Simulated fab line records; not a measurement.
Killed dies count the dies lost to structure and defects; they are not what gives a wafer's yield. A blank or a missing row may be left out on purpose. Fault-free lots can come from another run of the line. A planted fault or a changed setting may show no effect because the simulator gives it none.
Struck lot and sound lot, side by side | flow nandHarc | 15 steps out of a route of 1302
Sound: wafers L220.2, L220.3, L220.6. Wafers struck: L236.1, L236.4, L236.5. At the end, the cause is stated.
At each step with rows: each side's tool, then ch and its chambers, then its first start. Under that, the readings that differ: sound wafers | struck wafers | difference of the means | sigmas: that difference in standard deviations of wafers without a fault.
alike: readings with means less than 2 such deviations apart, plus words and numbers identical on both sides. not compared: withheld readings, readings lacking a value on some wafer, bounds such as >300 that could conceal the same value, and numbers that have no deviation in the record and whose values overlap.
The two part at a step that has a row with sigmas, a row that says differs or no value, or rows on one side only. Numbers that have no deviation but don't overlap get no sigmas and don't part them. Lack of a reading on every wafer of one side parts them only where that side has two or more wafers.

first, 2 steps without rows for these wafers: NHARC_P_STI_SRD_39; NHARC_P_STI_OXIDE_40 (material SiO2, target thk 10 nm, ox time 1362 s).
NHARC_P_STI_INSPECT_25:
  sound on defectInspect-02 at day 4 11:19; struck on defectInspect-02 at day 11 00:25
  alike: rawDefectCount
then, 9 steps without rows for these wafers: NHARC_P_GATE_ETCH_69 (etches SiO2 in dHF, target depth 14 nm); NHARC_P_GATE_PRECLEAN_70 (cleans in SC1); NHARC_P_GATE_SRD_01; NHARC_P_GATE_OXIDE_02 (material SiO2, target thk 37.5 nm, ox time 365 s); NHARC_P_GATE_DEHYDRATE_03 (time 120 s); NHARC_P_GATE_HMDS_04 (time 30 s); NHARC_P_GATE_COAT_05; NHARC_P_GATE_SOFTBAKE_06 (time 95 s); NHARC_P_GATE_EBR_07.
NHARC_P_GATE_EXPOSE_08: exposes mask P HV.
  sound on krfScanner-04 ch 0, day 4 20:20; struck on krfScanner-04 ch 0, day 11 08:45
reading           | sound                | struck               | difference | sigmas
exposureDoseMJCm2 | 16.749 16.757 16.762 | 16.386 16.360 16.390 | -0.377     | -25
  alike: mask, reticleTempC
then, 1 step without rows for these wafers: NHARC_P_GATE_PEB_09 (peb time 85 s).
-- record jumps: 20 days between struck wafers' starts before vs after; left off in module P_GATE, resumes in module END, first step shown is number 1302 of the route --
NHARC_END_SORT_01:
  sound on prober-01 ch 0, day 24 19:47; struck on prober-02 ch 0, day 30 22:48
reading       | sound    | struck   | difference | sigmas
killedAtArray | 77 65 67 | 28 27 31 | -41        | -2
killedDies    | 79 68 71 | 30 32 33 | -41        | -2
  alike: killedAtOther, killedAtPeriphery, killedOpen, killedShort

## WHERE THEY PART
Earliest at NHARC_P_GATE_EXPOSE_08; latest, in this record, at NHARC_END_SORT_01.

WHY: whatever the simulator had introduced
Drift in process parameters on krfScanner-04 at NHARC_P_GATE_EXPOSE_08, starting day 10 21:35. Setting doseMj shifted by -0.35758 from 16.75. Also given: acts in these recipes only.
